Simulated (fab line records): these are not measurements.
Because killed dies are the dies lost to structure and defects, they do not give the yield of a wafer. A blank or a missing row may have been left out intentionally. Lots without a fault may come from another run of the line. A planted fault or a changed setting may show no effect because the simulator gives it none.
Which tool was responsible? + flow n5_finfet + 12 lots (36 wafers sampled), 1 step of a 1938-step route

WHAT THE GAUGES READ, wafer by wafer
N5_BEOL_M7_OVL_MEAS_12.
| lot  | measured     | on         | M7_OVL (nm)   |
|------|--------------|------------|---------------|
| L076 | day 9 04:34  | overlay-02 | -0.3 0.1 0.3  |
| L078 | day 9 11:28  | overlay-01 | -0.9 0.1 -0.8 |
| L079 | day 10 01:52 | overlay-02 | 1.8 1.3 1.9   |
| L081 | day 10 11:13 | overlay-02 | -1.1 -0.5 0.2 |
| L083 | day 11 03:26 | overlay-02 | 1.2 1.0 0.7   |
| L085 | day 11 13:04 | overlay-01 | -0.7 -0.5 0.9 |
| L087 | day 12 04:50 | overlay-02 | -0.6 0.0 0.1  |
| L089 | day 12 11:56 | overlay-02 | -0.1 0.9 0.4  |
| L091 | day 13 04:05 | overlay-01 | 0.4 0.1 1.4   |
| L094 | day 13 18:41 | overlay-02 | 0.9 0.2 0.0   |
| L095 | day 14 04:59 | overlay-01 | 0.3 1.0 0.5   |
| L097 | day 14 21:22 | overlay-02 | 0.5 1.3 0.1   |

WHAT TOOL EACH LOT RAN ON (gives the tool, then ch and the chambers of the sampled wafers, and finally the start)
Record: no process step prior to these readings.

THE ANSWER, worked out from the rows above alone
Rule: the lots themselves supply what counts as usual. The widest of any qualifying gaps counts: lots, ordered by their means at a reading, are off when they make up no more than a third of the lots, leave a main group of 4 or more, and stand apart from it by 3 or more times the standard deviation of that group's means. If all means in a main group match to the digits the tables above print for the reading, that group is not used. Also off: a lot with no number at a reading for which 4 or more lots have one. The other lots that the step has rows for count as sound.
No lot is off on any of the readings shown, so nothing can be concluded from this.

WHAT THE SIMULATOR PUT IN
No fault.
